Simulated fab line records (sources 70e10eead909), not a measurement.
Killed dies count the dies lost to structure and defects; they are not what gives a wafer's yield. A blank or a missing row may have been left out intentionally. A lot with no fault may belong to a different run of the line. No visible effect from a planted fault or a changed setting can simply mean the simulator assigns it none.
What tool caused it?    flow nandHarc    Sampling: 12 lots, 36 wafers, 5 of 1302 route steps

WHAT THE GAUGES SHOWED, per wafer
NHARC_P_M2_INSPECT_27. Usual: 307 for rawDefectCount, sd 110.
lot   measured      on                rawDefectCount  flag
L628  day 6 09:37   defectInspect-02  234 390 394     
L629  day 6 22:43   defectInspect-01  358 533 401     
L630  day 7 04:02   defectInspect-02  226 436 140     
L631  day 7 14:40   defectInspect-02  283 294 271     
L635  day 10 16:46  defectInspect-02  217 362 209     
L634  day 11 01:26  defectInspect-01  267 338 383     
L633  day 11 06:53  defectInspect-01  378 279 305     
L641  day 12 09:46  defectInspect-02  242 330 559     
L645  day 13 09:49  defectInspect-02  471 387 391     
L646  day 14 04:04  defectInspect-01  103 176 188     
L647  day 14 06:17  defectInspect-01  270 342 367     
L650  day 15 19:44  defectInspect-01  280 177 230     

NHARC_P_BONDPAD_OVL_MEAS_38. Usual: overlayXNm -2 nm, standard deviation 6.3; overlayYNm 1 nm, standard deviation 6.3.
lot   measured      on          overlayXNm (nm)  overlayYNm (nm)  flag
L628  day 6 11:28   overlay-01  4 4 3            -10 -10 -10      
L629  day 7 00:35   overlay-02  -2 -2 -3         8 7 7            
L630  day 7 05:54   overlay-01  3 3 3            1 1 0            
L631  day 7 16:23   overlay-02  -10 -10 -10      5 6 5            
L635  day 10 19:07  overlay-01  -10 -10 -10      -7 -7 -7         
L634  day 11 03:18  overlay-01  -10 -9 -9        6 6 5            
L633  day 11 08:45  overlay-02  -10 -10 -10      -1 -1 -1         
L641  day 12 11:37  overlay-01  3 2 2            6 7 7            
L645  day 13 11:42  overlay-02  2 3 3            0 0 -1           
L646  day 14 05:52  overlay-02  5 5 5            -1 -1 -1         
L647  day 14 08:03  overlay-02  10 9 9           -3 -2 -2         
L650  day 15 21:36  overlay-01  -10 -10 -10      -1 -1 -1         

NHARC_END_SORT_01. Usual: defectLimitedYield 91.3 % (standard deviation 2.7); killedAtArray 54 (standard deviation 18); killedAtOther 0.9 (standard deviation 1.2); killedAtPeriphery 4.4 (standard deviation 2.9); killedDies 59 (standard deviation 18); killedOpen 3.2 (standard deviation 1.8); killedShort 2.6 (standard deviation 1.8).
lot   measured      on         defectLimitedYield (%)  killedAtArray  killedAtOther  killedAtPeriphery  killedDies  killedOpen  killedShort  flag
L628  day 25 06:27  prober-01  95.4 95.6 95.7          27 24 26       1 1 2          3 5 1              31 30 29    3 2 1       2 1 3        
L629  day 24 21:49  prober-02  89.5 91.9 87.3          68 52 85       0 1 0          3 2 1              71 55 86    4 2 5       2 1 2        
L630  day 25 08:48  prober-02  91.1 89.4 89.4          51 65 67       2 1 1          7 6 4              60 72 72    4 4 3       3 2 1        
L631  day 26 01:59  prober-01  87.6 86.7 88.8          72 83 70       1 1 4          11 6 2             84 90 76    2 2 3       7 3 0        
L635  day 28 23:00  prober-01  95.7 95.7 96.5          21 27 21       0 0 1          8 2 2              29 29 24    8 5 1       4 6 3        
L634  day 29 19:08  prober-02  90.8 89.1 88.8          49 61 66       0 0 0          13 13 10           62 74 76    2 3 5       5 4 3        
L633  day 31 00:22  prober-02  91.9 94.4 93.8          48 35 40       1 1 1          6 2 1              55 38 42    2 2 1       3 0 0        
L641  day 31 08:12  prober-02  92.0 93.2 92.8          48 43 46       0 1 0          6 2 3              54 46 49    4 3 3       2 1 1        
L645  day 31 23:48  prober-02  87.3 88.5 88.5          80 70 68       0 1 1          6 7 9              86 78 78    6 1 2       4 4 1        
L646  day 32 07:33  prober-01  90.3 90.3 90.8          57 60 57       6 3 2          3 3 3              66 66 62    2 0 5       3 2 1        
L647  day 32 17:38  prober-01  87.9 89.2 91.3          75 68 51       0 0 1          7 5 7              82 73 59    2 5 2       9 3 3        
L650  day 34 01:23  prober-02  85.7 85.4 86.0          88 95 94       1 0 0          8 4 1              97 99 95    1 1 2       6 1 1        

WHICH TOOL RAN EACH LOT (tool, then ch and the chambers of the sampled wafers, then the start)
lot   NHARC_P_BONDPAD_ETCH_12            NHARC_P_BONDPAD_DEGAS_25
L628  rieDiel-13 ch 1,2,3, day 6 11:47   pvdSputter-03, day 6 12:33
L629  rieDiel-11 ch 0,1,2, day 7 00:53   pvdSputter-02, day 7 01:40
L630  rieDiel-11 ch 0,1, day 7 06:14     pvdSputter-02, day 7 07:02
L631  rieDiel-13 ch 0,1,2, day 7 16:43   pvdSputter-02, day 7 17:29
L635  rieDiel-02 ch 0,2,3, day 10 19:26  pvdSputter-03, day 10 20:13
L634  rieDiel-13 ch 1,2, day 11 03:37    pvdSputter-03, day 11 04:22
L633  rieDiel-13 ch 1,2, day 11 09:03    pvdSputter-03, day 11 09:49
L641  rieDiel-02 ch 0,1,2, day 12 11:55  pvdSputter-01, day 12 12:41
L645  rieDiel-13 ch 0,1,3, day 13 12:01  pvdSputter-02, day 13 12:46
L646  rieDiel-13 ch 1,2,3, day 14 06:11  pvdSputter-01, day 14 06:59
L647  rieDiel-13 ch 1,2,3, day 14 08:22  pvdSputter-02, day 14 09:07
L650  rieDiel-02 ch 0,1,3, day 15 21:55  pvdSputter-03, day 15 22:40
- NHARC_P_BONDPAD_ETCH_12: etches the open film in CHF3/O2, target depth 200 nm, time 100 s.
- NHARC_P_BONDPAD_DEGAS_25: time 60 s.

WHAT THE TOOLS THEMSELVES READ (means of the sampled wafers that have a number; where no wafer has one, the mark that the record gives instead)
NHARC_P_BONDPAD_ETCH_12. Usual: chf3FlowSccm 50.00 sccm (standard deviation 0.14); drypumpMotorCurrentA 5.75 A (standard deviation 0.26); oesProductAu 0.944 a.u. (standard deviation 0.023); rfFwdPowerW 496.2 W (standard deviation 1.9); rfVppV 370.3 V (standard deviation 2.1); showerheadPlenumPTorr 2.39 Torr (standard deviation 0.089); throttleValvePct 20.574 % (standard deviation 0.0099).
lot   tool        chf3FlowSccm (sccm)  drypumpMotorCurrentA (A)  oesProductAu (a.u.)  rfFwdPowerW (W)  rfVppV (V)  showerheadPlenumPTorr (Torr)  throttleValvePct (%)  flag
L628  rieDiel-13  50.04                5.72                      0.958                494.6            369.7       2.40                          20.571                
L629  rieDiel-11  49.91                5.57                      0.918                497.6            369.7       2.36                          20.568                
L630  rieDiel-11  50.09                5.62                      0.922                496.9            369.1       2.32                          20.580                
L631  rieDiel-13  49.92                5.88                      0.965                496.3            370.3       2.38                          20.571                
L635  rieDiel-02  49.91                5.64                      0.944                496.2            371.3       2.42                          20.577                
L634  rieDiel-13  49.89                5.82                      0.965                496.4            372.6       2.46                          20.570                
L633  rieDiel-13  49.97                5.97                      0.932                494.5            370.3       2.40                          20.564                
L641  rieDiel-02  49.98                5.71                      0.986                562.8            370.1       2.39                          20.557                OFF
L645  rieDiel-13  50.00                5.64                      0.954                496.2            370.0       2.38                          20.571                
L646  rieDiel-13  49.92                5.73                      0.917                495.0            370.8       2.40                          20.575                
L647  rieDiel-13  49.89                5.73                      0.913                495.5            371.0       2.40                          20.573                
L650  rieDiel-02  50.06                5.73                      0.923                494.4            371.5       2.40                          20.577                

NHARC_P_BONDPAD_DEGAS_25. Usual: 484 W for heaterPowerW, sd 39.
lot   tool           heaterPowerW (W)  flag
L628  pvdSputter-03  501               
L629  pvdSputter-02  457               
L630  pvdSputter-02  458               
L631  pvdSputter-02  461               
L635  pvdSputter-03  510               
L634  pvdSputter-03  517               
L633  pvdSputter-03  460               
L641  pvdSputter-01  519               
L645  pvdSputter-02  475               
L646  pvdSputter-01  524               
L647  pvdSputter-02  471               
L650  pvdSputter-03  525               

THE ANSWER, worked out from the rows above alone
Rule: a lot is off if the mean of its wafers that have a number lies more than 3 standard deviations from the usual mean. Also off: a lot with no number at a reading for which 4 or more lots have one. Where the step has rows for the other lots, those lots are counted as sound. The gauges are gone through in route order, then the tools' own readings, and for those a lot's mean is taken as printed above. At the first step where some lot is off, the reading lying furthest off is the one used; lots without a number count as furthest.
Off: L641, at NHARC_P_BONDPAD_ETCH_12 (rfFwdPowerW).
A tool fits if, at that step or a process step before it, it ran every lot that is off, and no sound lot after the first of them. Of those tried, none fits.

WHAT THE SIMULATOR HAD INSERTED
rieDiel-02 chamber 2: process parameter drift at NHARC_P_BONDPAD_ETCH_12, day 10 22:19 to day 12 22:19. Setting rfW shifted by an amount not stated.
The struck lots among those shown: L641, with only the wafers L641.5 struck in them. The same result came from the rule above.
